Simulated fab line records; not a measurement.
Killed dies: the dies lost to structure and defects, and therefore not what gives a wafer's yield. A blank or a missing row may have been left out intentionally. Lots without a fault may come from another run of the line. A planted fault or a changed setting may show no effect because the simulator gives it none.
A struck lot beside a sound one ; flow n5-finfet ; 41 out of 1938 route steps
Sound: these wafers, L924.2, L924.5, L924.6. Struck: wafer L932.1 (left out: L932.2, L932.6 of the same lot, which were not struck); the cause appears at the end.
Each step with rows lists, per side, the tool, then ch with its chambers, then its first start. Under that, the readings that differ: sound wafers ; struck wafers ; difference of the means ; sigmas: that difference in standard deviations of wafers without a fault.
alike: readings with means less than 2 such deviations apart, plus words and numbers identical on both sides. not compared: withheld readings, readings lacking a value on some wafer, bounds such as >300 that could conceal the same value, and numbers that have no deviation in the record and whose values overlap.
A row with sigmas, a row that says differs or no value, or rows on one side alone: a step with any of these is where the two part. Numbers that don't overlap but have no deviation are shown without sigmas and don't part them. Lack of a reading on every wafer of one side parts them only where that side has two or more wafers.

first, 12 steps without rows for these wafers: N5_HKMG_FIN_STRIP_33 (strips in N2/H2); N5_HKMG_FIN_STRIP_34 (strips in CF4); N5_HKMG_FIN_ETCH_35 (etches SOC in N2/H2, target depth 215.8 nm, time 243.4 s); N5_HKMG_FIN_STRIP_92 (strips SOC in N2/H2, time 20 s); N5_HKMG_FIN_WET_ETCH_18 (etches TiN in SC1, time 55 s, target depth 5.2 nm, rinse time 30 s); N5_HKMG_FIN_STRIP_19 (strips in N2/H2, time 360 s); N5_HKMG_FIN_ALD_91 (deposits TiN, target thk 1 nm, pulse time 1 s, purge time 3 s); N5_HKMG_FIN_COAT_85 (time 60 s, resist thk 300 nm); N5_HKMG_FIN_ETCH_86 (etches SOC in N2/H2, stops on TiN, target depth 393.2 nm); N5_HKMG_FIN_STRIP_89 (strips SOC in N2/H2, time 20 s); N5_HKMG_FIN_WET_ETCH_87 (etches TiN in SC1, time 154.2 s, target depth 4.7 nm, rinse time 30 s); N5_HKMG_FIN_STRIP_88 (strips in N2/H2, time 360 s).
N5_HKMG_FIN_NWFM_ALD_20: deposits TiAlC, target thk 2 nm, pulse time 3 s, purge time 2 s.
  sound on ald-metal-04 ch 0,1, day 5 02:47; struck on ald-metal-04 ch 1, day 7 03:02
reading;sound;struck;difference;sigmas
ald-cycles;7 7 7;4;-3;
model.TiAlC_of_HKMG_FIN_NWFM_ALD_20.thk-nm (nm);2 2 2;1.2;-0.8;
  alike: heater-power-w, precursor-pulse-height-rel
then, 26 steps without rows for these wafers: N5_HKMG_FIN_ALD_71 (deposits TiN, target thk 1 nm, pulse time 1 s, purge time 3 s); N5_HKMG_FIN_COAT_66 (time 60 s, resist thk 300 nm); N5_HKMG_FIN_ETCH_67 (etches SOC in N2/H2, stops on TiN, target depth 388.9 nm); N5_HKMG_FIN_STRIP_90 (strips SOC in N2/H2, time 20 s); N5_HKMG_FIN_WET_ETCH_73 (etches the open film in SC1, time 42.3 s, target depth 1.3 nm, rinse time 30 s); N5_HKMG_FIN_ETCHBACK_68 (etches the open film in Cl2/Ar, stops on HfO2, target depth 0.5 nm); N5_HKMG_FIN_STRIP_69 (strips in N2/H2, time 360 s); N5_HKMG_FIN_ALD_21 (deposits TiN, target thk 1.5 nm, pulse time 1 s, purge time 3 s); N5_HKMG_FIN_ALD_72 (deposits W, target thk 2 nm, pulse time 1 s, purge time 2 s); N5_HKMG_FIN_W_FILL_22 (material W, target thk 60 nm, time 18.2 s); N5_HKMG_FIN_PRECLEAN_83 (cleans in DIW, time 57.5 s); N5_HKMG_FIN_SRD_84 (dry time 32 s); N5_HKMG_FIN_CMP_23 (polishes, stops on SiNx, t overpolish 10 s, target thk 46.326 nm); N5_HKMG_FIN_CMP_94 (polishes, stops on SiNx, t overpolish 4.7 s, target thk 43.299 nm); N5_GATE_CUT_ETCHBACK_00 (etches W in SF6/Cl2); N5_GATE_CUT_ETCH_56 (etches TiN in Cl2/Ar, target depth 21.6 nm); N5_GATE_CUT_ETCHBACK_30 (etches TiN in Cl2/Ar, target depth 3 nm); N5_GATE_CUT_VAPOR_ETCH_60 (etches HfO2 in BCl3/Cl2); N5_GATE_CUT_ETCH_58 (etches SiNx in CH3F/O2, target depth 17 nm, time 128.6 s); N5_GATE_CUT_STRIP_59 (strips in N2/H2, time 20 s); N5_GATE_CUT_PRECLEAN_31 (cleans in DIW, time 300 s); N5_GATE_CUT_SRD_32 (time 30 s); N5_GATE_CUT_SAC_CAP_01 (material SiNx, target thk 24 nm, pulse time 1 s, ald cycles 480); N5_GATE_CUT_PECVD_57 (deposits SiNx from SiH4/NH3/N2, target thk 21 nm); N5_GATE_CUT_CMP_02 (polishes, stops on SiO2, t overpolish 12.7 s, target thk 0 nm); N5_GATE_CUT_HM_DEP_46 (deposits SiO2 from TEOS/O2, target thk 130 nm, time 26.6 s).
-- here the record skips 4 days between the struck wafers' starts before and after, leaving off in module GATE_CUT and picking up in module BEOL_M4 (first step shown: number 1111 of the route) --
N5_BEOL_M4_RC_MEAS_101:
  sound on prober-01 ch 0, day 9 08:28; struck on prober-01 ch 0, day 11 03:30
reading;sound;struck;difference;sigmas
IOFF_N (nA/um);0.202 0.230 0.157;0.008;-0.188;-8
IOFF_N_85C (nA/um);3.9 4.3 3.2;0.3;-3.5;-9
IOFF_N_LIN (nA/um);0.089 0.098 0.073;0.004;-0.083;-9
IOFF_N_LONG (nA/um);5.79e-05 5.75e-05 5.72e-05;2.12e-05;-3.63e-05;-15
IOFF_P (nA/um);0.285 0.307 0.242;0.464;+0.186;+7
IOFF_P_85C (nA/um);4.8 5.1 4.1;7.1;+2.4;+6
IOFF_P_LIN (nA/um);0.127 0.136 0.114;0.222;+0.096;+9
IOFF_P_LONG (nA/um);0.000123 0.000121 0.000121;0.000212;+0.000090;+11
ION_N (uA/um);679 687 679;491;-191;-20
ION_P (uA/um);473 469 471;499;+28;+4
SS_P (mV/dec);74.5 74.8 74.1;72.5;-2.0;-3
VT_N (mV);247.1 243.2 247.9;331.0;+84.9;+31
VT_N_LONG (mV);275.4 274.9 271.0;355.9;+82.1;+46
VT_N_LVT (mV);93 91 96;180;+87;+28
VT_P (mV);-244.0 -243.1 -244.8;-225.6;+18.4;+6
VT_P_LONG (mV);-273.1 -269.3 -268.6;-249.9;+20.4;+7
VT_P_LVT (mV);-92 -91 -94;-75;+17;+6
  alike: DIBL_N, DIBL_P, SS_N
-- here the record skips 5 days between the struck wafers' starts before and after, leaving off in module BEOL_M4 and picking up in module PASSIVATION (first step shown: number 1936 of the route) --
N5_PASSIVATION_PROBE_49:
  struck on prober-01, day 15 18:20; sound on prober-01, day 13 14:52
reading;sound;struck;difference;sigmas
killed_at_M4_up;9 10 9;20;+11;+2
sort_bin_4_leakage (%);0 0 0;2.88;+2.88;
sort_bin_8_speed (%);0 0 0;88.56;+88.56;+99 or more
sort-n-pass;1090 1103 1072;0;-1088;-64
sort-yield-pct (%);92.4 93.5 90.8;0;-92;-61
  alike: defect-limited-yield, killed_at_M0_to_M3, killed-at-contacts, killed-at-front-end, killed-at-other, killed-dies, killed-open, killed-short, sort_bin_5_function, sort_bin_6_memory

== WHERE THEY PART ==
First at N5_BEOL_M4_RC_MEAS_101; last, within this record, at N5_PASSIVATION_PROBE_49.

WHY: whatever the simulator had introduced
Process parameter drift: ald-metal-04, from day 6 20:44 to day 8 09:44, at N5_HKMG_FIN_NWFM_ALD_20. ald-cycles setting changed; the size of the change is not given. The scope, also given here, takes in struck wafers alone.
